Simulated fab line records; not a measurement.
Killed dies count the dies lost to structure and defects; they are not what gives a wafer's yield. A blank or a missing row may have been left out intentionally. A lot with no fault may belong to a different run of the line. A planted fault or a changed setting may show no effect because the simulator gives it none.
Matching of chambers :: flow nand harc :: rie diel-13 running NHARC_A_STAIRCASE_ETCH_313: 4 sister chambers
The step etches the open film in CF4/CHF3. 20 wafers are shown with their chamber, then 10 later ones without.

## EACH WAFER AND ITS CHAMBER
wafer: L082.1
chamber: 1
drypump motor current A (A): 6.0
rf vpp V (V): 365.5
oes product au (a.u.): 0.921

wafer: L082.4
chamber: 3
drypump motor current A (A): 5.2
rf vpp V (V): 369.6
oes product au (a.u.): 0.924

wafer: L082.6
chamber: 1
drypump motor current A (A): 6.0
rf vpp V (V): 367.2
oes product au (a.u.): 0.932

wafer: L081.2
chamber: 2
drypump motor current A (A): 5.8
rf vpp V (V): 373.5
oes product au (a.u.): 0.921

wafer: L081.3
chamber: 1
drypump motor current A (A): 5.9
rf vpp V (V): 368.0
oes product au (a.u.): 0.933

wafer: L081.6
chamber: 1
drypump motor current A (A): 5.9
rf vpp V (V): 368.3
oes product au (a.u.): 0.933

wafer: L087.1
chamber: 0
drypump motor current A (A): 6.3
rf vpp V (V): 375.0
oes product au (a.u.): 0.925

wafer: L087.4
chamber: 1
drypump motor current A (A): 5.9
rf vpp V (V): 367.5
oes product au (a.u.): 0.942

wafer: L087.6
chamber: 1
drypump motor current A (A): 5.9
rf vpp V (V): 366.4
oes product au (a.u.): 0.926

wafer: L086.1
chamber: 0
drypump motor current A (A): 6.3
rf vpp V (V): 375.8
oes product au (a.u.): 0.933

wafer: L086.2
chamber: 3
drypump motor current A (A): 5.2
rf vpp V (V): 370.2
oes product au (a.u.): 0.933

wafer: L086.5
chamber: 1
drypump motor current A (A): 6.0
rf vpp V (V): 368.0
oes product au (a.u.): 0.940

wafer: L088.2
chamber: 2
drypump motor current A (A): 5.8
rf vpp V (V): 374.6
oes product au (a.u.): 0.916

wafer: L088.3
chamber: 0
drypump motor current A (A): 6.3
rf vpp V (V): 372.0
oes product au (a.u.): 0.925

wafer: L088.6
chamber: 1
drypump motor current A (A): 5.9
rf vpp V (V): 368.2
oes product au (a.u.): 0.919

wafer: L085.1
chamber: 3
drypump motor current A (A): 5.2
rf vpp V (V): 370.3
oes product au (a.u.): 0.924

wafer: L085.2
chamber: 2
drypump motor current A (A): 5.8
rf vpp V (V): 373.6
oes product au (a.u.): 0.928

wafer: L085.3
chamber: 0
drypump motor current A (A): 6.3
rf vpp V (V): 374.3
oes product au (a.u.): 0.921

wafer: L091.4
chamber: 1
drypump motor current A (A): 5.9
rf vpp V (V): 367.7
oes product au (a.u.): 0.960

wafer: L091.5
chamber: 0
drypump motor current A (A): 6.3
rf vpp V (V): 374.3
oes product au (a.u.): 0.960

SIGNATURES (averages over the wafers above)
reading: drypump motor current A
chamber 0: 6.300
chamber 1: 5.933
chamber 2: 5.800
chamber 3: 5.200
scatter within a chamber: 0.0354

reading: rf vpp V
chamber 0: 374.280
chamber 1: 367.422
chamber 2: 373.900
chamber 3: 370.033
scatter within a chamber: 0.999

reading: oes product au
chamber 0: 0.93280
chamber 1: 0.93400
chamber 2: 0.92167
chamber 3: 0.92700
scatter within a chamber: 0.0122
Rule: for a wafer and a chamber, the distance is found by dividing, reading by reading, the gap between the wafer's reading and the chamber's mean by the reading's scatter, squaring, summing and taking the root. If the next closest chamber is less than 2 further off than the closest, the wafer can't be placed; otherwise it belongs to the closest. The scatter: the root of (the sum of the squares of (reading less its chamber's mean) over the shown wafers, divided by (wafers less chambers)).

## WAFERS MISSING THEIR CHAMBER
wafer: L091.6
drypump motor current A (A): 5.9
rf vpp V (V): 366.2
oes product au (a.u.): 0.964

wafer: L093.2
drypump motor current A (A): 5.8
rf vpp V (V): 374.2
oes product au (a.u.): 0.916

wafer: L093.3
drypump motor current A (A): 5.2
rf vpp V (V): 368.8
oes product au (a.u.): 0.925

wafer: L093.4
drypump motor current A (A): 6.3
rf vpp V (V): 374.2
oes product au (a.u.): 0.909

wafer: L095.1
drypump motor current A (A): 5.8
rf vpp V (V): 373.2
oes product au (a.u.): 0.924

wafer: L095.3
drypump motor current A (A): 6.3
rf vpp V (V): 375.8
oes product au (a.u.): 0.919

wafer: L095.6
drypump motor current A (A): 5.8
rf vpp V (V): 373.9
oes product au (a.u.): 0.914

wafer: L096.1
drypump motor current A (A): 5.8
rf vpp V (V): 373.8
oes product au (a.u.): 0.905

wafer: L096.2
drypump motor current A (A): 5.2
rf vpp V (V): 369.9
oes product au (a.u.): 0.926

wafer: L096.6
drypump motor current A (A): 6.3
rf vpp V (V): 374.2
oes product au (a.u.): 0.918

## THE CHAMBER EACH PASSED THROUGH
wafer: L091.6
from the rows above: 1
in truth: 1

wafer: L093.2
from the rows above: 2
in truth: 2

wafer: L093.3
from the rows above: 3
in truth: 3

wafer: L093.4
from the rows above: 0
in truth: 0

wafer: L095.1
from the rows above: 2
in truth: 2

wafer: L095.3
from the rows above: 0
in truth: 0

wafer: L095.6
from the rows above: 2
in truth: 2

wafer: L096.1
from the rows above: 2
in truth: 2

wafer: L096.2
from the rows above: 3
in truth: 3

wafer: L096.6
from the rows above: 0
in truth: 0
10 of 10 placed correctly. Number that these rows cannot place: 0. Number placed wrongly: 0.
